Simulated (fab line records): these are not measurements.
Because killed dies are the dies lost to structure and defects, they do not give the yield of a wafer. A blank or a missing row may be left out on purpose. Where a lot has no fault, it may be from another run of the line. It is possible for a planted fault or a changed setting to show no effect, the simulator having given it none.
Problem report, 8D (eight disciplines) form, completed by code | flow n5 finfet | the parts of the form that need people (team, actions taken, sign-off) are left out

1. WHAT WENT WRONG
Wafers without a fault read 5.1 %, standard deviation 1.1; sort_bin_5_function at N5_PASSIVATION_PROBE_49 reads a mean of 79.2 % on 3 wafers belonging to 2 lots. Measured from the usual mean, that is +67 standard deviations.
First seen on wafer L567.1, day 17 07:48, on prober-01. The record holds 28 wafers of 10 lots with a number at this step. Rule for "out" (also "out of limits"): further than 4 standard deviations from the usual mean. All remaining wafers that have a number are taken as sound.

2. WHAT THIS IS AND IS NOT
question                    | is                                                                                                                      | is not
which readings at this step | sort_bin_5_function, defect limited yield, killed at front end, killed dies, killed on rim, sort n pass, sort yield pct | killed_at_M0_to_M3, killed_at_M4_up, killed at contacts, killed at other, killed open, killed short, sort_bin_6_memory, sort_bin_8_speed
which lots                  | L567, L569                                                                                                              | L552, L554, L555, L557, L560, L562, L564, L565
which wafers of those lots  | L567.1, L569.1, L569.2                                                                                                  | L567.5
read on which tools         | prober-01, prober-02                                                                                                    | -
when                        | from day 17 07:48                                                                                                       | up to then (24 sound wafers); but 1 sound wafer of L567 came after

3. WHAT RULES OUT EACH SUSPECT
Counting: if a tool at a process step up to the reading ran every lot that is out, it stays a suspect. Sound lots after the first of them don't rule it out here, since some wafers of a struck lot are sound.
- rie diel-01 at N5_FIN_CUT_ETCH_21 (etches SOC in N2/H2, target depth 219 nm, overetch 43.8 nm, time 523.5 s): kept. It processed each lot that is out (first: L567, day 6 05:19); up to then, its last sound lot is L564 (day 5 09:41).
Left after counting: rie diel-01 at N5_FIN_CUT_ETCH_21.

4. THE CAUSE (what the simulator had put in)
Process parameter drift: rie diel-01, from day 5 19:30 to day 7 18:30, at N5_FIN_CUT_ETCH_21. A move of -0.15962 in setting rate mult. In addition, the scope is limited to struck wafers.
This tool alone remained once counting was done.

5. THE CHAIN OF EFFECTS, in route order
One row per reading whose mean, taken over the struck wafers that have a number, lies over 3 standard deviations from the usual. Scope: only readings with a usual standard deviation given in the record; hours: median across lots of the time from each lot's start at the first step in this table that gives one to its start at this step; sigmas: change in usual standard deviations.
hours | step                    | reading              | usual  | on struck wafers | change | sigmas
0     | N5_PASSIVATION_PROBE_49 | defect limited yield | 91.3 % | 17.0             | -74.3  | -44
0     | N5_PASSIVATION_PROBE_49 | killed at front end  | 39     | 917              | +878   | +68
0     | N5_PASSIVATION_PROBE_49 | killed dies          | 103    | 979              | +876   | +44
0     | N5_PASSIVATION_PROBE_49 | killed on rim        | 14     | 121              | +107   | +25
0     | N5_PASSIVATION_PROBE_49 | sort_bin_5_function  | 5.1 %  | 79.2             | +74.1  | +67
0     | N5_PASSIVATION_PROBE_49 | sort n pass          | 1077   | 201              | -876   | -44
0     | N5_PASSIVATION_PROBE_49 | sort yield pct       | 91.3 % | 17.0             | -74.3  | -44
Here are the process steps it includes:
- N5_PASSIVATION_PROBE_49

6. WHAT WOULD HAVE CAUGHT IT SOONER
In this record the first reading out of limits was taken at day 17 07:48, 276 hours after the fault began at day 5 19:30.
Tool readings at N5_FIN_CUT_ETCH_21 with a usual standard deviation given in the record: none out on any struck wafer, hence no alarm at a limit of 4 standard deviations on them.
By day 17 07:48 the whole set of lots that are out, 2 in number, had already begun N5_FIN_CUT_ETCH_21 on rie diel-01. Holding the tool at that point would not have protected any of them.
